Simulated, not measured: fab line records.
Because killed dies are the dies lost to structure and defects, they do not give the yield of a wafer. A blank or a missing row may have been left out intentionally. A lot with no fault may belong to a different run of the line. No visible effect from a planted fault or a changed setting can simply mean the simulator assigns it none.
Split-lot study || flow n5_finfet || 7 lots, 21 wafers read, on a route of 1938 steps

ABOUT THE SPLIT
At N5_BEOL_M11_EXPOSE_08 (exposes mask M11), the setting dose_mj was moved away from the recipe's 53.75 on 7 of the 21 wafers read, by -6.2% to +6.4%. The other wafers ran this setting at the recipe's value.

FROM THE SPLIT TO THE READING: what the file shows between them, 19 steps
- N5_BEOL_M11_PEB_09: peb time 60 s
- N5_BEOL_M11_DEVELOP_10: develop time 30 s
- N5_BEOL_M11_CD_MEAS_11: target cd 64.1 nm
- N5_BEOL_M11_DESCUM_16: chemistry O2, time 7.9 s
- N5_BEOL_M11_ETCH_61: etches SiARC in CF4, target depth 39 nm, time 65 s
- N5_BEOL_M11_ETCH_62: etches SOC in N2/H2, target depth 110 nm, overetch 22 nm, time 165 s
- N5_BEOL_M11_STRIP_68: strips in N2/H2
- N5_BEOL_M11_STRIP_67: strips in CF4
- N5_BEOL_M11_HM_OPEN_17: chemistry Cl2/BCl3, target TiN, target depth 20 nm, overetch 6 nm
- N5_BEOL_M11_STRIP_19: strips in O2
- N5_BEOL_M11_CD_MEAS_18: pitch 140 nm, target cd 70 nm
- N5_BEOL_M11_TRENCH_ETCH_37: etches SiCOH lowk in C4F6/O2, target depth 148.83 nm, time 48 s (also split here: time_s)
- N5_BEOL_M11_ETCH_41: etches SiCN in CH3F/O2, target depth 42.6 nm, time 86 s
- N5_BEOL_M11_STRIP_77: strips in N2/H2, time 10 s
- N5_BEOL_M11_OCD_MEAS_38
- N5_BEOL_M11_HM_STRIP_39: strips TiN in peroxide tin strip, target depth 25 nm, time 158 s
- N5_BEOL_M11_SRD_40: time 30 s
- N5_BEOL_M11_PRECLEAN_42: cleans in residue remover, time 60 s
- N5_BEOL_M11_SRD_43: time 30 s

THE READING
Shown in nm: cd_nm at N5_BEOL_M11_CD_MEAS_35, with target cd 70 nm. Fault-free wafers of this fab line usually give 70.0 nm, standard deviation 0.54 nm.

{"wafer": "L078.1", "tool, chamber at the split": "arfi_scanner-01, 0", "dose_mj as run": 52.29, "against the recipe": "-2.7%", "cd_nm, nm": 68.3, "against lot-mates on the recipe": -1.8}
{"wafer": "L078.2", "tool, chamber at the split": "arfi_scanner-01, 0", "dose_mj as run": 53.75, "against the recipe": "recipe", "cd_nm, nm": 70.2, "against lot-mates on the recipe": "-"}
{"wafer": "L078.6", "tool, chamber at the split": "arfi_scanner-01, 0", "dose_mj as run": 53.75, "against the recipe": "recipe", "cd_nm, nm": 69.9, "against lot-mates on the recipe": "-"}
{"wafer": "L079.4", "tool, chamber at the split": "arfi_scanner-02, 0", "dose_mj as run": 57.18, "against the recipe": "+6.4%", "cd_nm, nm": 73.8, "against lot-mates on the recipe": "+4.1"}
{"wafer": "L079.5", "tool, chamber at the split": "arfi_scanner-02, 0", "dose_mj as run": 53.75, "against the recipe": "recipe", "cd_nm, nm": 69.7, "against lot-mates on the recipe": "-"}
{"wafer": "L079.6", "tool, chamber at the split": "arfi_scanner-02, 0", "dose_mj as run": 57.18, "against the recipe": "+6.4%", "cd_nm, nm": 73.2, "against lot-mates on the recipe": "+3.5"}
{"wafer": "L082.2", "tool, chamber at the split": "arfi_scanner-03, 0", "dose_mj as run": 53.75, "against the recipe": "recipe", "cd_nm, nm": 70.4, "against lot-mates on the recipe": "-"}
{"wafer": "L082.4", "tool, chamber at the split": "arfi_scanner-03, 0", "dose_mj as run": 53.75, "against the recipe": "recipe", "cd_nm, nm": 70.8, "against lot-mates on the recipe": "-"}
{"wafer": "L082.6", "tool, chamber at the split": "arfi_scanner-03, 0", "dose_mj as run": 53.75, "against the recipe": "recipe", "cd_nm, nm": 70.9, "against lot-mates on the recipe": "-"}
{"wafer": "L088.2", "tool, chamber at the split": "arfi_scanner-03, 0", "dose_mj as run": 50.42, "against the recipe": "-6.2%", "cd_nm, nm": 66.7, "against lot-mates on the recipe": -3.9}
{"wafer": "L088.5", "tool, chamber at the split": "arfi_scanner-03, 0", "dose_mj as run": 53.75, "against the recipe": "recipe", "cd_nm, nm": 70.6, "against lot-mates on the recipe": "-"}
{"wafer": "L088.6", "tool, chamber at the split": "arfi_scanner-03, 0", "dose_mj as run": 50.42, "against the recipe": "-6.2%", "cd_nm, nm": 66.3, "against lot-mates on the recipe": -4.3}
{"wafer": "L090.2", "tool, chamber at the split": "arfi_scanner-03, 0", "dose_mj as run": 53.75, "against the recipe": "recipe", "cd_nm, nm": 70.0, "against lot-mates on the recipe": "-"}
{"wafer": "L090.3", "tool, chamber at the split": "arfi_scanner-03, 0", "dose_mj as run": 53.75, "against the recipe": "recipe", "cd_nm, nm": 69.2, "against lot-mates on the recipe": "-"}
{"wafer": "L090.6", "tool, chamber at the split": "arfi_scanner-03, 0", "dose_mj as run": 53.75, "against the recipe": "recipe", "cd_nm, nm": 70.9, "against lot-mates on the recipe": "-"}
{"wafer": "L092.1", "tool, chamber at the split": "arfi_scanner-01, 0", "dose_mj as run": 55.86, "against the recipe": "+3.9%", "cd_nm, nm": 72.4, "against lot-mates on the recipe": "+2.1"}
{"wafer": "L092.5", "tool, chamber at the split": "arfi_scanner-01, 0", "dose_mj as run": 53.75, "against the recipe": "recipe", "cd_nm, nm": 70.3, "against lot-mates on the recipe": "-"}
{"wafer": "L092.6", "tool, chamber at the split": "arfi_scanner-01, 0", "dose_mj as run": 55.86, "against the recipe": "+3.9%", "cd_nm, nm": 72.1, "against lot-mates on the recipe": "+1.8"}
{"wafer": "L094.3", "tool, chamber at the split": "arfi_scanner-02, 0", "dose_mj as run": 53.75, "against the recipe": "recipe", "cd_nm, nm": 69.9, "against lot-mates on the recipe": "-"}
{"wafer": "L094.5", "tool, chamber at the split": "arfi_scanner-02, 0", "dose_mj as run": 53.75, "against the recipe": "recipe", "cd_nm, nm": 69.3, "against lot-mates on the recipe": "-"}
{"wafer": "L094.6", "tool, chamber at the split": "arfi_scanner-02, 0", "dose_mj as run": 53.75, "against the recipe": "recipe", "cd_nm, nm": 69.6, "against lot-mates on the recipe": "-"}

THE FIT
A straight line over all 21 wafers: cd_nm changes by +0.56 nm for each +1% of dose_mj; r = +0.96; the points scatter about the line by 0.49 nm.
The same after taking each lot's own level away (the mean of its wafers on the recipe; 21 wafers): +0.61 nm for each +1%; r = +0.98; scatter 0.37 nm.
That fit puts the effect of the largest move of dose_mj on the reading at 3.9 nm.
Across the lots, their own levels run from 69.60 to 70.70 nm, a range of 2.0 times the standard deviation given above.
The two slopes are in agreement: the lot-to-lot level therefore moves the slope only a little.
Check: +3.72 nm against its lot-mates is what the line predicts for one of the wafers moved furthest among these (+6.4%) when that wafer is left out of the fit. It came out at +4.1 nm against them.

THE OTHER SPLITS THESE WAFERS WENT THROUGH
These wafers also went through other splits before the reading. Each is held against what the fit with the lots' levels taken away leaves over:
{"other split on the same wafers": "N5_BEOL_M11_TRENCH_ETCH_37 time_s", "wafers away from the commonest value": 6, "r with cd_nm (lot level and that fit taken away)": -0.13}

THE WHOLE CHAIN: every reading that the file lists as answering this split, in the file's order
{"step": "N5_BEOL_M11_CD_MEAS_11", "what it does": "target cd 64.1 nm", "reading": "cd_nm", "change (the file's fit)": "+0.568 nm for each +1% of the setting", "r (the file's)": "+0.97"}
{"step": "N5_BEOL_M11_ETCH_61", "what it does": "etches SiARC in CF4, target depth 39 nm, time 65 s", "reading": "BEOL_M11.cd_offset_nm (the simulator's own value, which no gauge read)", "change (the file's fit)": "+0.574 nm for each +1% of the setting", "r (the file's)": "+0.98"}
{"step": "N5_BEOL_M11_ETCH_62", "what it does": "etches SOC in N2/H2, target depth 110 nm, overetch 22 nm, time 165 s", "reading": "BEOL_M11.cd_offset_nm (the simulator's own value, which no gauge read)", "change (the file's fit)": "+0.606 nm for each +1% of the setting", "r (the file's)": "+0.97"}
{"step": "N5_BEOL_M11_CD_MEAS_18", "what it does": "pitch 140 nm, target cd 70 nm", "reading": "cd_nm", "change (the file's fit)": "+0.597 nm for each +1% of the setting", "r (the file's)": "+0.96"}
{"step": "N5_BEOL_M11_CD_MEAS_35", "what it does": "target cd 70 nm", "reading": "cd_nm", "change (the file's fit)": "+0.605 nm for each +1% of the setting", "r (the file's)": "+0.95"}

THE FILE'S OWN FIT
cd_nm changes by +0.605 nm for each +1% of dose_mj, r = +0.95.
